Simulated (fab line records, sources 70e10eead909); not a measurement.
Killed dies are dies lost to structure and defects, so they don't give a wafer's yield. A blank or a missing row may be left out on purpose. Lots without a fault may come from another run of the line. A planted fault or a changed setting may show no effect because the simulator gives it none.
Chamber matching | flow nand_harc | NHARC_A_BONDPAD_ETCH_24 on rie_diel-07: 4 sister chambers
The step etches the open film in CF4/N2, target depth 30 nm, time 72.99 s. 14 wafers are shown with their chamber, then 6 later ones without.

WAFERS WITH THEIR CHAMBER
wafer  | chamber | drypump_motor_current_A (A) | rf_vpp_V (V) | run_length_s (s)
L328.2 | 0       | 6.2                         | 311.9        | 94.6
L328.3 | 1       | 5.7                         | 316.8        | 93.5
L328.5 | 0       | 6.1                         | 313.4        | 93.9
L330.1 | 1       | 5.7                         | 317.7        | 94.0
L330.2 | 0       | 6.2                         | 312.0        | 94.1
L330.3 | 2       | 5.1                         | 315.3        | 94.5
L332.1 | 2       | 5.1                         | 314.9        | 94.1
L332.2 | 3       | 6.5                         | 313.8        | 95.4
L332.4 | 1       | 5.8                         | 316.3        | 93.5
L333.1 | 3       | 6.5                         | 313.6        | 94.9
L333.3 | 2       | 5.1                         | 313.4        | 93.9
L333.5 | 1       | 5.7                         | 316.1        | 93.5
L335.1 | 3       | 6.5                         | 314.6        | 94.7
L335.3 | 2       | 5.0                         | 314.7        | 94.5

SIGNATURES (means of the wafers above)
reading                 | chamber 0 | chamber 1 | chamber 2 | chamber 3 | scatter within a chamber
drypump_motor_current_A | 6.167     | 5.725     | 5.075     | 6.500     | 0.0465
rf_vpp_V                | 312.433   | 316.725   | 314.575   | 314.000   | 0.743
run_length_s            | 94.200    | 93.625    | 94.250    | 95.000    | 0.313
Rule: a wafer's distance from a chamber is the root of the sum, over the readings, of the square of ((its reading less the chamber's mean) divided by the reading's scatter). The wafer belongs to the nearest chamber; if the next one is less than 2 further off, it can't be placed. The scatter: the root of (the sum of the squares of (reading less its chamber's mean) over the shown wafers, divided by (wafers less chambers)).

WAFERS WITHOUT THEIR CHAMBER
wafer  | drypump_motor_current_A (A) | rf_vpp_V (V) | run_length_s (s)
L335.6 | 6.1                         | 311.1        | 94.2
L336.1 | 5.1                         | 315.1        | 94.7
L336.4 | 6.1                         | 310.9        | 94.4
L336.6 | 6.5                         | 315.2        | 94.8
L347.4 | 6.5                         | 313.3        | 95.0
L347.6 | 6.6                         | 311.8        | 94.8

WHICH CHAMBER EACH WENT THROUGH
wafer  | from the rows above | in truth
L335.6 | 0                   | 0
L336.1 | 2                   | 2
L336.4 | 0                   | 0
L336.6 | 3                   | 3
L347.4 | 3                   | 3
L347.6 | 3                   | 3
Placed correctly: 6 of 6. Can't be placed from these rows: 0. Placed wrongly: 0.
